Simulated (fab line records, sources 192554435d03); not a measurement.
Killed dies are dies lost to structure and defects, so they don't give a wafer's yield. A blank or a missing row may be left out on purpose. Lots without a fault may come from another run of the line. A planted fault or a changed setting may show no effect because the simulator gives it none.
fab line records | flow n5_finfet | part 1 of 2: steps 1 to 3 of 6
record lots=24 wafers=72 last_day=17
route steps=1938 shown FIN_SAQP@134 STI_FIN_REVEAL@184
lots that met no fault: from a run of the same line without faults
start_h: hours from the record's first day to the start of the lot's first wafer shown | wait_h: hours since the lot's step before | " the same as in the row above | L1.1+2: a row that stands for several wafers | - no value, or no start given | * or withheld: withheld | < > ~ a bound
route shown NAME@n: a module of which the file shows steps, and the number in the route of the first | usual: mean/standard deviation of fault-free wafers | same: alike in all rows | chamber/n: place in a boat | sites: the reading at each site | _std_site: their standard deviation | _edge_site: outer sites' mean less inner sites' | radius_mm: how far each site lies from the wafer's centre | mask NAME#n: copy n | behind: the tool/chamber that last shaped the wafer | hold: why the lot was held/for how many hours/how that ended | device: the transistor (n, p or np) that didn't switch | end of line: the same wafers' tests at the end of the route | a step without rows: its recipe alone | killed: dies lost to structure and defects at the first sort, not the wafer's yield | map: a wafer's dies, x killed, . not, _ none there
set.NAME: the setting as run; set.NAME@STEP: as run at that earlier step | model.NAME: the simulator's own value behind a step, which no gauge read
steps of the route over a sample of lots; a table a step, a row a wafer
services: from which hour (start_h, from the record's first day; less than 0 if before it) a tool's chamber was out of use, for how many hours, and why
## steps
# step N5_FIN_SAQP_ETCH_69
# recipe chemistry=N2/H2 target=SOC target_depth_a=1500 stop_on=SiNx ion_energy_ev=100 bias_w=61 pressure_mtorr=30 source_w=850 n2_flow_sccm=200 h2_flow_sccm=200
# usual drypump_motor_current_A=5.6/0.53 n2_flow_sccm=199.9/0.55 oes_product_au=0.77/0.079 rf_vpp_V=240.7/1.3 showerhead_plenum_p_Torr=2.54/0.092 throttle_valve_pct=17.82/0.28
# columns lot.wafer tool chamber start_h wait_h drypump_motor_current_A n2_flow_sccm oes_product_au rf_hours_counter_h rf_vpp_V showerhead_plenum_p_Torr throttle_valve_pct
L074.2 rie_diel-03 2 24.47 - 5.8 199.8 0.75 155 239.3 2.43 17.89
L074.3 " 0 " " 6.3 201.0 0.73 169 241.5 2.65 18.01
L074.5 " 0 " " 6.3 199.6 0.74 - 241.9 2.65 18.01
L075.1 rie_diel-01 0 32.03 - 5.6 199.9 0.76 159 240.9 2.53 17.86
L075.3 " 3 " " 6.5 200.2 0.97 1 241.3 2.72 17.41
L075.5 " 0 " " 5.6 200.5 0.77 - 239.9 2.53 17.87
L076.1 rie_diel-01 0 36.88 - 5.6 200.2 0.75 161 239.8 2.53 17.87
L076.4 " 3 " " 6.5 199.6 0.96 3 243.1 2.72 17.43
L076.6 " 3 " " 6.5 199.6 0.95 - 242.7 2.72 17.41
L077.2 rie_diel-03 2 43.29 - 5.8 201.0 0.74 161 238.3 2.43 17.90
L077.5 " 2 " " 5.8 200.9 0.74 - 238.3 2.43 17.89
L077.6 " 3 " " 5.8 199.9 0.69 - 240.8 2.60 18.02
L078.1 rie_diel-06 2 48.81 - 5.2 200.7 0.84 67 240.1 2.48 17.94
L078.2 " 0 " " 5.1 199.8 0.75 146 240.9 2.65 18.10
L078.4 " 3 " " 4.9 200.1 0.87 31 241.5 2.50 17.61
L079.1 rie_diel-03 1 54.04 - 4.8 200.0 0.84 53 239.7 2.47 17.32
L079.2 " 2 " " 5.8 199.6 0.73 164 240.0 2.43 17.90
L079.5 " 0 " " 6.3 199.3 0.73 - 242.5 2.64 18.05
L080.2 rie_diel-03 1 61.45 - 4.9 199.4 0.85 56 240.3 2.47 17.31
L080.3 " 3 " " 5.8 200.5 0.68 231 243.3 2.60 18.05
L080.4 " 0 " " 6.3 200.2 0.72 183 242.5 2.64 18.05
L081.2 rie_diel-03 2 66.39 - 5.8 200.0 0.73 168 239.8 2.43 17.91
L081.4 " 3 " " 5.8 199.2 0.68 232 242.7 2.60 18.03
L081.5 " 1 " " 4.9 199.9 0.84 - 240.7 2.47 17.31
L082.1 rie_diel-06 0 72.80 - 5.0 199.6 0.75 155 241.6 2.65 18.12
L082.3 " 2 " " 5.2 199.1 0.83 75 239.7 2.48 17.95
L082.6 " 1 " " 5.4 200.2 0.83 - 241.2 2.57 17.64
L083.1 rie_diel-03 2 80.37 - 5.8 200.8 0.73 173 238.7 2.43 17.92
L083.2 " 3 " " 5.8 199.6 0.68 237 240.1 2.60 18.06
L083.3 " 0 " " 6.3 200.7 0.71 189 240.6 2.64 18.06
L084.2 rie_diel-03 3 85.49 - 5.8 199.7 0.67 238 241.0 2.60 18.06
L084.5 " 0 " " 6.2 200.9 0.72 - 241.7 2.64 18.05
L084.6 " 1 " " 4.8 198.9 0.83 - 239.1 2.47 17.31
L085.1 rie_diel-06 2 91.78 - 5.2 200.2 0.83 80 240.7 2.48 17.95
L085.4 " 1 " " 5.4 200.2 0.81 73 243.5 2.56 17.65
L085.5 " 1 " " 5.4 201.0 0.82 - 241.1 2.56 17.66
L086.2 rie_diel-01 1 98.83 - 5.8 200.1 0.68 236 240.5 2.50 18.07
L086.4 " 2 " " 5.1 200.1 0.80 83 242.6 2.68 18.08
L086.6 " 0 " " 5.6 200.3 0.74 - 240.8 2.52 17.92
L087.1 rie_diel-03 1 102.66 - 4.8 199.2 0.81 71 241.0 2.46 17.34
L087.3 " 0 " " 6.3 199.7 0.72 197 241.6 2.64 18.05
L087.5 " 3 " " 5.8 200.3 0.67 - 242.0 2.59 18.06
L088.1 rie_diel-03 1 110.69 - 4.9 199.7 0.82 73 239.7 2.46 17.34
L088.2 " 3 " " 5.8 199.8 0.67 247 240.8 2.59 18.06
L088.4 " 0 " " 6.3 199.8 0.71 198 241.7 2.64 18.06
L089.2 rie_diel-03 0 115.95 - 6.3 199.2 0.71 201 241.4 2.63 18.08
L089.3 " 1 " " 4.8 199.5 0.81 75 240.0 2.46 17.34
L089.5 " 1 " " 4.8 199.6 0.81 - 240.5 2.46 17.35
L090.2 rie_diel-03 0 121.59 - 6.2 200.1 0.71 204 242.2 2.63 18.08
L090.3 " 1 " " 4.8 199.3 0.81 78 240.5 2.46 17.37
L090.4 " 1 " " 4.8 199.8 0.82 - 239.9 2.46 17.35
L091.3 rie_diel-06 0 126.62 - 5.1 200.1 0.73 175 241.5 2.64 18.16
L091.4 " 1 " " 5.4 201.0 0.80 85 239.9 2.56 17.68
L091.6 " 2 " " 5.2 200.4 0.81 - 239.4 2.47 17.98
L092.1 rie_diel-03 2 132.86 - 5.8 200.7 0.71 192 239.8 2.42 17.95
L092.2 " 1 " " 4.8 199.1 0.81 82 240.9 2.46 17.37
L092.5 " 1 " " 4.8 199.3 0.81 - 239.7 2.46 17.35
L093.4 rie_diel-03 0 139.42 - 6.3 200.4 0.70 212 241.5 2.63 18.10
L093.5 " 2 " " 5.8 199.9 0.71 - 240.9 2.42 17.97
L093.6 " 3 " " 5.8 199.6 0.98 - 241.0 2.59 17.66
L094.2 rie_diel-01 3 145.42 - 6.5 199.6 0.87 36 241.8 2.70 17.47
L094.3 " 1 " " 5.7 200.4 0.67 249 239.1 2.50 18.05
L094.4 " 0 " " 5.6 200.4 0.73 199 240.1 2.51 17.94
L095.1 rie_diel-03 2 151.36 - 5.8 200.2 0.71 200 239.4 2.41 17.97
L095.4 " 1 " " 4.9 201.0 0.80 91 239.8 2.46 17.37
L095.5 " 3 " " 5.8 200.4 0.96 - 242.4 2.59 17.65
L096.1 rie_diel-03 0 157.43 - 6.2 199.7 0.69 218 242.0 2.63 18.10
L096.2 " 1 " " 4.8 199.8 0.80 93 240.0 2.46 17.37
L096.6 " 2 " " 5.8 200.9 0.71 - 238.5 2.41 17.96
L097.1 rie_diel-03 0 162.62 - 6.3 200.2 0.69 220 241.6 2.63 18.10
L097.3 " 2 " " 5.8 198.8 0.71 204 239.1 2.41 17.97
L097.5 " 1 " " 4.9 200.6 0.79 - 239.4 2.46 17.39
# step N5_FIN_SAQP_ETCH_67
# recipe chemistry=CH3F/O2 target=SiNx target_depth_a=300 mask_material=SOC pressure_mtorr=30 source_w=395 bias_w=73 Ar_flow_sccm=150 CH3F_flow_sccm=30 O2_flow_sccm=20 ion_energy_ev=120
# usual drypump_motor_current_A=5.6/0.53 oes_product_au=0.78/0.08 rf_vpp_V=298.4/2.8 showerhead_plenum_p_Torr=2.00/0.067 throttle_valve_pct=16.37/0.25
# columns lot.wafer tool chamber start_h wait_h drypump_motor_current_A oes_product_au rf_hours_counter_h rf_vpp_V showerhead_plenum_p_Torr throttle_valve_pct
L074.2 rie_diel-03 2 24.53 0.0 5.8 0.75 155 297.8 1.93 16.49
L074.3 " 0 " " 6.3 0.75 169 299.1 2.07 16.47
L074.5 " 0 " " 6.3 0.75 - 298.6 2.07 16.47
L075.1 rie_diel-01 0 32.09 0.0 5.6 0.76 159 297.7 1.99 16.47
L075.3 " 3 " " 6.5 0.98 1 302.5 2.13 15.93
L075.5 " 0 " " 5.6 0.76 - 298.2 1.99 16.46
L076.1 rie_diel-01 0 36.94 0.0 5.6 0.77 161 298.3 1.98 16.47
L076.4 " 3 " " 6.5 0.97 3 302.7 2.13 15.93
L076.6 " 3 " " 6.5 0.97 - 303.2 2.13 15.92
L077.2 rie_diel-03 2 43.35 0.0 5.8 0.74 161 296.3 1.92 16.51
L077.5 " 2 " " 5.7 0.75 - 299.2 1.92 16.51
L077.6 " 3 " " 5.8 0.69 - 299.4 2.06 16.64
L078.1 rie_diel-06 2 48.87 0.0 5.2 0.85 67 301.3 1.94 16.34
L078.2 " 0 " " 5.1 0.76 146 291.6 2.08 16.48
L078.4 " 3 " " 4.9 0.87 31 301.5 1.95 15.86
L079.1 rie_diel-03 1 54.10 0.0 4.8 0.85 53 298.3 1.96 15.97
L079.2 " 2 " " 5.7 0.75 164 297.9 1.92 16.51
L079.5 " 0 " " 6.3 0.74 - 299.7 2.07 16.48
L080.2 rie_diel-03 1 61.51 0.0 4.8 0.85 56 296.2 1.96 15.98
L080.3 " 3 " " 5.7 0.69 231 300.0 2.05 16.65
L080.4 " 0 " " 6.3 0.73 183 300.0 2.07 16.50
L081.2 rie_diel-03 2 66.45 0.0 5.8 0.74 168 299.0 1.92 16.52
L081.4 " 3 " " 5.8 0.69 232 298.5 2.05 16.65
L081.5 " 1 " " 4.8 0.84 - 295.6 1.96 15.97
L082.1 rie_diel-06 0 72.86 0.0 5.1 0.75 155 290.1 2.07 16.52
L082.3 " 2 " " 5.2 0.85 75 302.2 1.94 16.35
L082.6 " 1 " " 5.4 0.84 - 302.0 2.04 16.30
L083.1 rie_diel-03 2 80.43 0.0 5.8 0.73 173 298.3 1.92 16.55
L083.2 " 3 " " 5.8 0.68 237 300.4 2.05 16.66
L083.3 " 0 " " 6.3 0.73 189 299.0 2.07 16.50
L084.2 rie_diel-03 3 85.55 0.0 5.8 0.68 238 300.0 2.05 16.67
L084.5 " 0 " " 6.3 0.73 - 299.4 2.07 16.51
L084.6 " 1 " " 4.9 0.84 - 297.8 1.96 16.00
L085.1 rie_diel-06 2 91.84 0.0 5.2 0.84 80 302.6 1.94 16.36
L085.4 " 1 " " 5.4 0.82 73 302.1 2.04 16.33
L085.5 " 1 " " 5.4 0.83 - 301.7 2.04 16.32
L086.2 rie_diel-01 1 98.89 0.0 5.7 0.68 236 290.8 1.97 16.54
L086.4 " 2 " " 5.1 0.80 83 293.6 2.12 16.60
L086.6 " 0 " " 5.6 0.74 - 299.6 1.98 16.51
L087.1 rie_diel-03 1 102.72 0.0 4.8 0.83 71 296.2 1.95 16.02
L087.3 " 0 " " 6.3 0.72 197 298.1 2.06 16.52
L087.5 " 3 " " 5.8 0.68 - 299.9 2.05 16.67
L088.1 rie_diel-03 1 110.75 0.0 4.8 0.82 73 299.0 1.95 15.99
L088.2 " 3 " " 5.8 0.68 247 300.0 2.05 16.68
L088.4 " 0 " " 6.3 0.72 198 299.2 2.06 16.53
L089.2 rie_diel-03 0 116.01 0.0 6.2 0.71 201 300.0 2.06 16.54
L089.3 " 1 " " 4.8 0.82 75 297.8 1.95 16.00
L089.5 " 1 " " 4.8 0.82 - 296.5 1.95 16.02
L090.2 rie_diel-03 0 121.65 0.0 6.3 0.71 204 298.8 2.06 16.54
L090.3 " 1 " " 4.8 0.82 78 296.7 1.95 16.03
L090.4 " 1 " " 4.8 0.82 - 296.1 1.95 16.04
L091.3 rie_diel-06 0 126.68 0.0 5.0 0.74 175 290.2 2.07 16.55
L091.4 " 1 " " 5.3 0.81 85 302.1 2.03 16.34
L091.6 " 2 " " 5.2 0.83 - 299.9 1.93 16.38
L092.1 rie_diel-03 2 132.92 0.0 5.8 0.71 193 300.7 1.91 16.56
L092.2 " 1 " " 4.8 0.82 82 296.9 1.95 16.03
L092.5 " 1 " " 4.8 0.81 - 297.0 1.95 16.05
L093.4 rie_diel-03 0 139.48 0.0 6.3 0.71 212 299.1 2.06 16.56
L093.5 " 2 " " 5.7 0.72 - 298.1 1.91 16.57
L093.6 " 3 " " 5.8 1.00 - 299.5 2.05 16.25
L094.2 rie_diel-01 3 145.48 0.0 6.5 0.88 36 302.7 2.12 15.99
L094.3 " 1 " " 5.8 0.67 249 291.1 1.97 16.57
L094.4 " 0 " " 5.6 0.73 199 298.3 1.97 16.54
L095.1 rie_diel-03 2 151.42 0.0 5.8 0.71 200 299.0 1.91 16.58
L095.4 " 1 " " 4.8 0.80 91 296.2 1.95 16.04
L095.5 " 3 " " 5.8 0.98 - 300.7 2.04 16.24
L096.1 rie_diel-03 0 157.49 0.0 6.3 0.71 218 298.1 2.06 16.56
L096.2 " 1 " " 4.8 0.81 93 297.7 1.95 16.04
L096.6 " 2 " " 5.8 0.71 - 298.0 1.91 16.58
L097.1 rie_diel-03 0 162.68 0.0 6.2 0.70 220 299.8 2.06 16.56
L097.3 " 2 " " 5.7 0.71 204 298.7 1.91 16.59
L097.5 " 1 " " 4.9 0.80 - 295.8 1.95 16.05
# step N5_FIN_SAQP_HM_OPEN_33
# recipe chemistry=CH3F/O2 target=SiNx mask_material=SiO2 target_depth_a=494 time_s=70.6 pressure_mtorr=30 source_w=395 bias_w=73 Ar_flow_sccm=150 CH3F_flow_sccm=30 O2_flow_sccm=20 ion_energy_ev=120 ends=cleared
# usual drypump_motor_current_A=5.5/0.51 etch_rf_on_time_s=69.3/1.5 oes_product_au=0.67/0.062 rf_vpp_V=298/3.5 showerhead_plenum_p_Torr=2.01/0.066 throttle_valve_pct=16.34/0.25
# columns lot.wafer tool chamber start_h wait_h drypump_motor_current_A etch_rf_on_time_s oes_product_au rf_hours_counter_h rf_vpp_V showerhead_plenum_p_Torr throttle_valve_pct
L074.2 rie_diel-03 3 25.37 0.1 5.7 71.2 0.60 218 301 2.06 16.61
L074.3 " 0 " " 6.3 68.4 0.64 169 299 2.07 16.45
L074.5 " 1 " " 4.9 71.4 0.74 - 298 1.96 15.94
L075.1 rie_diel-03 3 33.28 0.1 5.8 68.7 0.60 220 299 2.06 16.61
L075.3 " 0 " " 6.2 68.4 0.63 172 299 2.07 16.47
L075.5 " 0 " " 6.2 69.2 0.63 - 297 2.07 16.48
L076.1 rie_diel-03 3 37.76 0.0 5.8 69.9 0.59 222 301 2.06 16.61
L076.4 " 2 " " 5.7 69.0 0.64 159 299 1.92 16.49
L076.6 " 0 " " 6.2 69.6 0.63 - 298 2.07 16.45
L077.2 rie_diel-03 3 44.17 0.0 5.8 68.9 0.59 225 300 2.05 16.63
L077.5 " 1 " " 4.9 68.6 0.74 - 295 1.96 15.95
L077.6 " 0 " " 6.2 68.1 0.63 - 299 2.07 16.48
L078.1 rie_diel-06 0 49.74 0.1 5.1 68.8 0.65 146 291 2.08 16.48
L078.2 " 3 " " 4.9 69.6 0.75 31 303 1.95 15.87
L078.4 " 2 " " 5.2 67.4 0.75 67 302 1.94 16.30
L079.1 rie_diel-01 1 54.92 0.0 5.7 70.2 0.59 219 292 1.98 16.49
L079.2 " 2 " " 5.1 70.9 0.70 66 294 2.12 16.54
L079.5 " 1 " " 5.7 72.0 0.59 - 291 1.98 16.50
L080.2 rie_diel-03 3 62.44 0.1 5.8 69.9 0.59 231 300 2.05 16.63
L080.3 " 0 " " 6.3 68.6 0.63 183 299 2.07 16.48
L080.4 " 1 " " 4.8 70.6 0.72 57 296 1.96 15.98
L081.2 rie_diel-01 2 67.26 0.0 5.1 67.5 0.70 70 293 2.12 16.57
L081.4 " 1 " " 5.7 69.5 0.59 223 291 1.98 16.50
L081.5 " 2 " " 5.1 68.9 0.70 - 293 2.12 16.56
L082.1 rie_diel-03 1 73.72 0.0 4.8 69.2 0.72 61 298 1.96 15.98
L082.3 " 2 " " 5.8 70.3 0.63 171 298 1.92 16.50
L082.6 " 2 " " 5.8 69.8 0.64 - 298 1.92 16.53
L083.1 rie_diel-01 0 81.26 0.1 5.6 70.0 0.64 177 298 1.98 16.47
L083.2 " 2 " " 5.1 72.9 0.69 76 293 2.12 16.57
L083.3 " 1 " " 5.7 70.6 0.59 229 291 1.97 16.52
L084.2 rie_diel-03 0 87.16 0.4 6.3 66.1 0.62 191 299 2.07 16.50
L084.5 " 2 " " 5.7 69.7 0.62 - 298 1.92 16.51
L084.6 " 1 " " 4.8 67.0 0.73 - 296 1.96 15.97
L085.1 rie_diel-06 2 93.58 0.0 5.2 68.2 0.72 80 301 1.94 16.34
L085.4 " 1 " " 5.4 71.0 0.71 73 305 2.04 16.30
L085.5 " 2 " " 5.2 69.1 0.72 - 303 1.94 16.34
L086.2 rie_diel-03 3 99.81 0.1 5.8 69.0 0.58 244 299 2.05 16.68
L086.4 " 0 " " 6.2 68.6 0.61 196 299 2.06 16.52
L086.6 " 1 " " 4.8 69.5 0.71 - 297 1.96 15.98
L087.1 rie_diel-06 1 103.53 0.0 5.4 69.0 0.71 77 303 2.04 16.31
L087.3 " 2 " " 5.2 67.5 0.72 84 301 1.94 16.34
L087.5 " 3 " " 4.9 70.4 0.72 - 301 1.94 15.90
L088.1 rie_diel-03 0 112.09 0.2 6.3 69.3 0.62 199 299 2.06 16.50
L088.2 " 2 " " 5.8 71.6 0.62 184 298 1.92 16.52
L088.4 " 3 " " 5.8 71.1 0.57 248 300 2.05 16.66
L089.2 rie_diel-06 1 116.85 0.0 5.4 68.5 0.70 81 303 2.03 16.32
L089.3 " 3 " " 4.9 69.0 0.72 58 300 1.94 15.91
L089.5 " 0 " " 5.0 69.1 0.63 - 292 2.07 16.52
L090.2 rie_diel-03 2 122.60 0.0 5.8 69.0 0.62 189 299 1.92 16.55
L090.3 " 1 " " 4.8 69.9 0.69 79 297 1.95 15.99
L090.4 " 2 " " 5.8 70.3 0.62 - 297 1.91 16.53
L091.3 rie_diel-01 0 127.52 0.0 5.6 69.2 0.64 194 299 1.97 16.49
L091.4 " 2 " " 5.1 69.7 0.69 93 293 2.11 16.61
L091.6 " 0 " " 5.7 69.7 0.63 - 299 1.97 16.51
L092.1 rie_diel-06 3 133.74 0.0 4.9 69.1 0.71 63 302 1.94 15.92
L092.2 " 1 " " 5.4 68.6 0.69 87 303 2.03 16.33
L092.5 " 1 " " 5.4 68.4 0.69 - 304 2.03 16.33
L093.4 rie_diel-03 0 140.73 0.4 6.3 68.4 0.61 - 299 2.06 16.53
L093.5 " 1 " " 4.8 70.6 0.69 - 297 1.95 16.01
L093.6 " 3 " " 5.8 68.5 0.85 - 298 2.05 16.22
L094.2 rie_diel-03 3 146.35 0.1 5.7 68.7 0.84 3 300 2.05 16.23
L094.3 " 1 " " 4.8 69.4 0.69 89 296 1.95 16.02
L094.4 " 0 " " 6.2 67.5 0.60 215 298 2.06 16.53
L095.1 rie_diel-06 3 152.24 0.0 4.9 69.6 0.71 69 301 1.93 15.93
L095.4 " 0 " " 5.1 69.5 0.63 183 290 2.06 16.55
L095.5 " 2 " " 5.2 67.4 0.71 - 301 1.93 16.38
L096.1 rie_diel-01 0 158.43 0.0 5.6 69.6 0.62 205 299 1.97 16.53
L096.2 " 3 " " 6.5 69.3 0.74 42 302 2.12 15.98
L096.6 " 3 " " 6.5 69.3 0.74 - 303 2.12 15.98
L097.1 rie_diel-06 0 163.50 0.0 5.1 68.9 0.63 187 290 2.06 16.55
L097.3 " 3 " " 4.9 69.2 0.70 73 302 1.93 15.93
L097.5 " 3 " " 4.9 69.4 0.71 - 300 1.93 15.93
